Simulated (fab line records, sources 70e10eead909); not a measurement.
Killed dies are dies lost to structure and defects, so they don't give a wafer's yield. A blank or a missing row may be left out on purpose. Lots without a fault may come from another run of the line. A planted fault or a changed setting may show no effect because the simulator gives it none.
Which tool did it? | flow nand_harc | 6 lots, 18 wafers sampled, at 4 steps of a route of 1302

WHAT THE GAUGES READ, wafer by wafer
NHARC_A_CHANNEL_HOLE_D1_CD_MEAS_30.
lot  | measured     | on        | cd_nm (nm)
L948 | day 9 22:17  | cd_sem-02 | 90.0 91.2 87.9
L954 | day 12 20:28 | cd_sem-01 | 89.2 89.0 91.0
L960 | day 15 05:01 | cd_sem-02 | 89.3 90.6 91.3
L963 | day 16 08:50 | cd_sem-03 | 90.7 90.8 90.7
L965 | day 17 00:21 | cd_sem-02 | 92.0 87.5 88.9
L967 | day 18 02:05 | cd_sem-02 | 90.8 92.8 90.7

WHICH TOOL RAN EACH LOT (tool, then ch and the chambers of the sampled wafers, then the start)
lot  | NHARC_A_CHANNEL_HOLE_D1_ETCH_26  | NHARC_A_CHANNEL_HOLE_D1_ETCH_33  | NHARC_A_CHANNEL_HOLE_D1_STRIP_27
L948 | har_etch-02 ch 0,1, day 9 20:01  | har_etch-02 ch 0,1, day 9 20:13  | rie_diel-12 ch 0,1,3, day 9 22:17 or earlier
L954 | har_etch-02 ch 0, day 12 18:43   | har_etch-02 ch 0, day 12 18:55   | rie_diel-04 ch 0,2, day 12 20:28 or earlier
L960 | har_etch-02 ch 1, day 15 03:16   | har_etch-02 ch 1, day 15 03:28   | rie_diel-01 ch 0,1,2, day 15 05:01 or earlier
L963 | har_etch-01 ch 0,1, day 16 07:06 | har_etch-01 ch 0,1, day 16 07:18 | rie_diel-04 ch 0,1,3, day 16 08:50 or earlier
L965 | har_etch-01 ch 0,1, day 16 22:32 | har_etch-01 ch 0,1, day 16 22:44 | rie_diel-12 ch 1,2,3, day 17 00:21 or earlier
L967 | har_etch-02 ch 0,1, day 18 00:20 | har_etch-02 ch 0,1, day 18 00:32 | rie_diel-04 ch 0,1, day 18 02:05 or earlier
- NHARC_A_CHANNEL_HOLE_D1_ETCH_26: etches the open film in C4F8/O2/Ar, time 224.1 s, target depth 300 nm.
- NHARC_A_CHANNEL_HOLE_D1_ETCH_33: etches the open film in C4F8/O2/Ar, time 90 s, target depth 400 nm.
- NHARC_A_CHANNEL_HOLE_D1_STRIP_27: strips in O2.

THE ANSWER, worked out from the rows above alone
Rule: what is usual is taken from the lots themselves. Put in order of their means at a reading, lots are off if they are a third of the lots or fewer, leave a main group of 4 or more, and stand apart from it by a gap of 3 or more times the standard deviation of the main group's means; of several such gaps the widest counts. A main group whose means are all the same, to the digits that the tables above print for the reading, isn't used. A lot without any number at a reading at which 4 lots or more have one is off too. The other lots that the step has rows for count as sound.
No lot is off at any reading shown: from this, nothing can be told.

WHAT THE SIMULATOR HAD PUT IN
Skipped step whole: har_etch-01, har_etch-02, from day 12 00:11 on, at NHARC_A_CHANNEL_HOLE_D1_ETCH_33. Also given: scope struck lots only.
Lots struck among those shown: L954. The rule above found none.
